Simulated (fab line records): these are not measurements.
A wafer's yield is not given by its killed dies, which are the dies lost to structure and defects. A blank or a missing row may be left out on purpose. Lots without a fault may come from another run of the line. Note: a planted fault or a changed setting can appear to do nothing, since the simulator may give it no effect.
A single fault, viewed from 2 desks | flow n5-finfet | each desk holds nothing but its own numbers, with what lay behind them at the end

## THE DEFECT DESK
Counts from the inspections along the route, per lot, as means over the sampled wafers that have a number. If a lot's mean is further than 4 standard deviations from the usual mean, the lot is out of limits and carries the mark OUT (the distance appears in the brackets).
Columns: A = raw-defect-count at N5_BEOL_M6_INSPECT_30, usual 439
lot  | first seen here | A
L187 | day 10 00:33    | 400
L191 | day 10 20:06    | 414
L193 | day 11 00:40    | 540
L192 | day 11 04:37    | 479
L194 | day 11 11:03    | 475
L199 | day 12 15:06    | 469
L200 | day 13 06:21    | 669
L206 | day 14 20:05    | 340
L205 | day 14 20:17    | 415
L207 | day 15 04:50    | 465
This desk's finding: nothing out of limits on any of the 10 lots.

## THE TOOL OWNER'S DESK: rie-diel-01
The tool's own readings at N5_BEOL_M6_ETCH_61 (etches SiARC in CF4, target depth 45.5 nm, time 75.8 s): means of the sampled wafers that have a number, for each lot that ran on this tool. If a lot's mean is further than 4 standard deviations from the usual mean, the lot is out of limits and carries the mark OUT (the distance appears in the brackets).
Columns: A = drypump-motor-current-A at N5_BEOL_M6_ETCH_61, usual 5.8 A; B = etch-rf-on-time-s at N5_BEOL_M6_ETCH_61, usual 75.1 s; C = mfc-ar-sccm at N5_BEOL_M6_ETCH_61, usual 100.1 sccm; D = oes-product-au at N5_BEOL_M6_ETCH_61, usual 0.70 a.u.; E = rf-vpp-V at N5_BEOL_M6_ETCH_61, usual 184.7 V; F = showerhead-plenum-p-Torr at N5_BEOL_M6_ETCH_61, usual 2.19 Torr; G = throttle-valve-pct at N5_BEOL_M6_ETCH_61, usual 15.50 %
lot  | first seen here | A   | B    | C     | D    | E     | F    | G
L187 | day 9 20:58     | 5.4 | 73.0 | 100.1 | 0.68 | 183.7 | 2.19 | 15.50
L191 | day 10 17:38    | 6.0 | 75.4 | 99.9  | 0.66 | 185.1 | 2.23 | 15.48
L192 | day 11 01:45    | 5.4 | 72.5 | 99.7  | 0.76 | 184.8 | 2.27 | 15.37
L200 | day 13 05:09    | 5.8 | 75.3 | 99.9  | 0.70 | 186.0 | 2.25 | 15.42
This desk's finding: nothing out of limits on any of the 4 lots.

## PUT TOGETHER
The defect desk saw nothing out of limits.
Nothing out of limits was seen by the tool owner's desk.

## WHAT THE SIMULATOR HAD INSERTED
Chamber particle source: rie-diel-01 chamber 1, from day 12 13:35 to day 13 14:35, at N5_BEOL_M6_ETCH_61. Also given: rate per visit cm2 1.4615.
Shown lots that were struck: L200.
